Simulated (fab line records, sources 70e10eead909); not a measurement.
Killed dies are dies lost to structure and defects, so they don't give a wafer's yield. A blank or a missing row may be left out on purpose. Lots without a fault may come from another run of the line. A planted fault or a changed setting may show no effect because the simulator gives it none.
Which tool did it? | flow nand_harc | 11 lots, 33 wafers sampled, at 5 steps of a route of 1302

WHAT THE GAUGES READ, wafer by wafer
NHARC_END_SORT_01. Usual: killed_at_array 56, standard deviation 18; killed_at_other 1.4, standard deviation 1.5; killed_at_periphery 4, standard deviation 3.1; killed_dies 61, standard deviation 19; killed_open 3.5, standard deviation 1.8; killed_short 2.4, standard deviation 1.4.
lot  | measured     | on        | killed_at_array | killed_at_other | killed_at_periphery | killed_dies | killed_open | killed_short | flag
L167 | day 30 05:02 | prober-01 | 82 63 665       | 1 0 0           | 12 7 12             | 95 70 677   | 4 2 6       | 3 1 4        | OFF

WHICH TOOL RAN EACH LOT (tool, then ch and the chambers of the sampled wafers, then the start)
lot  | NHARC_A_STAIRCASE_TRIM_24                     | NHARC_A_STAIRCASE_TRIM_26                     | NHARC_A_STAIRCASE_ETCH_190         | NHARC_A_STAIRCASE_TRIM_196
L167 | rie_diel-13 ch 0,1,2, day 20 19:07 or earlier | rie_diel-13 ch 0,1,2, day 20 19:07 or earlier | rie_diel-13 ch 0,2,3, day 20 19:07 | rie_diel-03 ch 0,1,2, day 20 19:46
L169 | rie_diel-03 ch 0,1,2, day 20 23:59 or earlier | rie_diel-03 ch 0,2,3, day 20 23:59 or earlier | rie_diel-11 ch 0,1, day 20 23:59   | rie_diel-03 ch 0,1, day 21 00:41
L170 | rie_diel-03 ch 1,2, day 21 07:22 or earlier   | rie_diel-03 ch 0,1,2, day 21 07:22 or earlier | rie_diel-03 ch 1,2,3, day 21 07:22 | rie_diel-13 ch 0,1,2, day 21 07:59
L171 | rie_diel-03 ch 1,2,3, day 22 08:39 or earlier | rie_diel-03 ch 1,2,3, day 22 08:39 or earlier | rie_diel-11 ch 1,2,3, day 22 08:39 | rie_diel-13 ch 0,2,3, day 22 09:20
L172 | rie_diel-03 ch 1,2,3, day 22 11:31 or earlier | rie_diel-03 ch 1,3, day 22 11:31 or earlier   | rie_diel-03 ch 1,2, day 22 11:31   | rie_diel-03 ch 0,2,3, day 22 12:36
L173 | rie_diel-11 ch 1,3, day 22 17:09 or earlier   | rie_diel-11 ch 1,2, day 22 17:09 or earlier   | rie_diel-03 ch 0,1,3, day 22 17:09 | rie_diel-11 ch 1,2,3, day 22 17:47
L175 | rie_diel-11 ch 1,2,3, day 23 06:33 or earlier | rie_diel-11 ch 1,3, day 23 06:33 or earlier   | rie_diel-03 ch 0,1, day 23 06:33   | rie_diel-03 ch 1,3, day 23 07:13
L178 | rie_diel-11 ch 0,1,3, day 24 11:16 or earlier | rie_diel-11 ch 1,3, day 24 11:16 or earlier   | rie_diel-11 ch 1,3, day 24 11:16   | rie_diel-11 ch 2,3, day 24 12:00
L177 | rie_diel-13 ch 0,2,3, day 24 11:20 or earlier | rie_diel-13 ch 0,1,2, day 24 11:20 or earlier | rie_diel-11 ch 0,1,3, day 24 11:20 | rie_diel-13 ch 0,1,2, day 24 12:04
L179 | rie_diel-11 ch 0,3, day 25 05:26 or earlier   | rie_diel-11 ch 0,2,3, day 25 05:26 or earlier | rie_diel-13 ch 0,1, day 25 05:26   | rie_diel-13 ch 0,2,3, day 25 06:13
L180 | rie_diel-13 ch 1,3, day 25 10:36 or earlier   | rie_diel-13 ch 0,1, day 25 10:36 or earlier   | rie_diel-13 ch 0,3, day 25 10:36   | rie_diel-13 ch 1,2,3, day 25 11:22
- NHARC_A_STAIRCASE_TRIM_24: chemistry O2, time 211.2 s.
- NHARC_A_STAIRCASE_TRIM_26: chemistry O2, time 211.2 s.
- NHARC_A_STAIRCASE_ETCH_190: etches the open film in C4F8/O2, target depth 100 nm, time 40.5 s.
- NHARC_A_STAIRCASE_TRIM_196: chemistry O2, time 211.2 s.

WHAT THE TOOLS THEMSELVES READ (means of the sampled wafers that have a number; where no wafer has one, the mark that the record gives instead)
NHARC_A_STAIRCASE_TRIM_24. Usual: drypump_motor_current_A 5.7 A, standard deviation 0.37; oes_product_au 0.995 a.u., standard deviation 0.0096; rf_vpp_V 57.7 V, standard deviation 0.9; showerhead_plenum_p_Torr 3.50 Torr, standard deviation 0.14; throttle_valve_pct 17.036 %, standard deviation 0.0092.
lot  | tool        | drypump_motor_current_A (A) | oes_product_au (a.u.) | rf_vpp_V (V) | showerhead_plenum_p_Torr (Torr) | throttle_valve_pct (%) | flag
L167 | rie_diel-13 | 5.5                         | 1.007                 | 58.6         | 3.53                            | 17.043                 |
L169 | rie_diel-03 | 5.6                         | 1.000                 | 58.1         | 3.44                            | 17.031                 |
L170 | rie_diel-03 | 5.3                         | 0.997                 | 56.8         | 3.43                            | 17.033                 |
L171 | rie_diel-03 | 5.6                         | 0.991                 | 57.1         | 3.42                            | 17.029                 |
L172 | rie_diel-03 | 5.6                         | 0.987                 | 56.8         | 3.42                            | 17.045                 |
L173 | rie_diel-11 | 5.4                         | 0.995                 | 58.3         | 3.59                            | 17.044                 |
L175 | rie_diel-11 | 5.6                         | 0.989                 | 58.2         | 3.50                            | 17.044                 |
L178 | rie_diel-11 | 5.6                         | 0.994                 | 58.7         | 3.62                            | 17.037                 |
L177 | rie_diel-13 | 5.3                         | 0.993                 | 57.9         | 3.55                            | 17.035                 |
L179 | rie_diel-11 | 5.8                         | 0.995                 | 57.2         | 3.64                            | 17.038                 |
L180 | rie_diel-13 | 5.7                         | 0.990                 | 58.2         | 3.49                            | 17.032                 |

NHARC_A_STAIRCASE_TRIM_26. Usual: drypump_motor_current_A 5.7 A, standard deviation 0.37; oes_product_au 0.997 a.u., standard deviation 0.0085; rf_vpp_V 57.6 V, standard deviation 0.82; showerhead_plenum_p_Torr 3.50 Torr, standard deviation 0.14; throttle_valve_pct 17.037 %, standard deviation 0.0098.
lot  | tool        | drypump_motor_current_A (A) | oes_product_au (a.u.) | rf_vpp_V (V) | showerhead_plenum_p_Torr (Torr) | throttle_valve_pct (%) | flag
L167 | rie_diel-13 | 5.5                         | 1.002                 | 56.9         | 3.53                            | 17.038                 |
L169 | rie_diel-03 | 5.9                         | 0.991                 | 58.1         | 3.43                            | 17.037                 |
L170 | rie_diel-03 | 5.6                         | 1.002                 | 57.9         | 3.44                            | 17.040                 |
L171 | rie_diel-03 | 5.6                         | 0.999                 | 57.8         | 3.42                            | 17.039                 |
L172 | rie_diel-03 | 5.6                         | 0.994                 | 57.4         | 3.33                            | 17.035                 |
L173 | rie_diel-11 | 5.7                         | 0.995                 | 57.4         | 3.62                            | 17.029                 |
L175 | rie_diel-11 | 5.4                         | 0.989                 | 58.2         | 3.59                            | 17.042                 |
L178 | rie_diel-11 | 5.4                         | 0.996                 | 57.4         | 3.58                            | 17.035                 |
L177 | rie_diel-13 | 5.5                         | 0.996                 | 58.2         | 3.52                            | 17.034                 |
L179 | rie_diel-11 | 5.8                         | 0.992                 | 57.4         | 3.52                            | 17.030                 |
L180 | rie_diel-13 | 5.7                         | 0.996                 | 57.1         | 3.46                            | 17.040                 |

NHARC_A_STAIRCASE_ETCH_190. Usual: oes_product_au 0.942 a.u., standard deviation 0.011; rf_vpp_V 894 V, standard deviation 4.6; run_length_s 61.8 s, standard deviation 0.49.
lot  | tool        | oes_product_au (a.u.) | rf_vpp_V (V) | run_length_s (s) | flag
L167 | rie_diel-13 | 0.949                 | 898          | 66.4             | OFF
L169 | rie_diel-11 | 0.929                 | 904          | 62.2             |
L170 | rie_diel-03 | 0.946                 | 893          | 61.7             |
L171 | rie_diel-11 | 0.949                 | 894          | 61.6             |
L172 | rie_diel-03 | 0.945                 | 895          | 62.0             |
L173 | rie_diel-03 | 0.939                 | 890          | 62.0             |
L175 | rie_diel-03 | 0.950                 | 890          | 61.9             |
L178 | rie_diel-11 | 0.926                 | 898          | 62.4             |
L177 | rie_diel-11 | 0.930                 | 899          | 62.0             |
L179 | rie_diel-13 | 0.947                 | 895          | 61.8             |
L180 | rie_diel-13 | 0.942                 | 896          | 61.8             |

NHARC_A_STAIRCASE_TRIM_196. Usual: drypump_motor_current_A 5.6 A, standard deviation 0.37; oes_product_au 0.997 a.u., standard deviation 0.0087; rf_vpp_V 57.7 V, standard deviation 0.98; showerhead_plenum_p_Torr 3.48 Torr, standard deviation 0.13; throttle_valve_pct 17.036 %, standard deviation 0.0093.
lot  | tool        | drypump_motor_current_A (A) | oes_product_au (a.u.) | rf_vpp_V (V) | showerhead_plenum_p_Torr (Torr) | throttle_valve_pct (%) | flag
L167 | rie_diel-03 | 5.6                         | 1.001                 | 57.9         | 3.45                            | 17.037                 |
L169 | rie_diel-03 | 5.4                         | 1.007                 | 56.7         | 3.37                            | 17.035                 |
L170 | rie_diel-13 | 5.4                         | 1.004                 | 56.9         | 3.53                            | 17.026                 |
L171 | rie_diel-13 | 5.3                         | 1.002                 | 57.8         | 3.56                            | 17.027                 |
L172 | rie_diel-03 | 5.9                         | 0.997                 | 57.3         | 3.43                            | 17.036                 |
L173 | rie_diel-11 | 5.6                         | 0.995                 | 58.1         | 3.50                            | 17.038                 |
L175 | rie_diel-03 | 5.4                         | 0.996                 | 56.8         | 3.34                            | 17.049                 |
L178 | rie_diel-11 | 5.8                         | 0.996                 | 57.8         | 3.41                            | 17.035                 |
L177 | rie_diel-13 | 5.5                         | 0.997                 | 57.7         | 3.52                            | 17.041                 |
L179 | rie_diel-13 | 5.3                         | 0.997                 | 57.1         | 3.55                            | 17.034                 |
L180 | rie_diel-13 | 5.5                         | 0.993                 | 57.8         | 3.51                            | 17.040                 |

THE ANSWER, worked out from the rows above alone
Rule: a lot is off if the mean of its wafers that have a number lies more than 3 standard deviations from the usual mean. A lot without any number at a reading at which 4 lots or more have one is off too. The other lots that the step has rows for count as sound. The gauges are gone through in route order, then the tools' own readings, and for those a lot's mean is taken as printed above. The first step at which some lot is off is used, and at that step the reading that is off furthest; a lot without a number counts as furthest.
Off: L167, at NHARC_END_SORT_01 (killed_at_array). Neither off nor sound, because the step has no rows for them: L169, L170, L171, L172, L173, L175, L178, L177, L179, L180.
A tool fits if, at a process step before that reading, it ran every lot that is off, and no sound lot after the first of them. The gauges at NHARC_END_SORT_01 aren't tried: what is off there is off at NHARC_A_STAIRCASE_ETCH_190 too, on other tools, and a gauge's error can't cause that. NHARC_A_STAIRCASE_TRIM_24 gives no start for some lots, so the hours and the order of its lots are those of NHARC_A_STAIRCASE_ETCH_190. NHARC_A_STAIRCASE_TRIM_26 gives no start for some lots, so the hours and the order of its lots are those of NHARC_A_STAIRCASE_ETCH_190. Can't be told from this: 2 tools fit, rie_diel-13 at NHARC_A_STAIRCASE_TRIM_24 and NHARC_A_STAIRCASE_TRIM_26 and NHARC_A_STAIRCASE_ETCH_190, rie_diel-03 at NHARC_A_STAIRCASE_TRIM_196.

WHAT THE SIMULATOR HAD PUT IN
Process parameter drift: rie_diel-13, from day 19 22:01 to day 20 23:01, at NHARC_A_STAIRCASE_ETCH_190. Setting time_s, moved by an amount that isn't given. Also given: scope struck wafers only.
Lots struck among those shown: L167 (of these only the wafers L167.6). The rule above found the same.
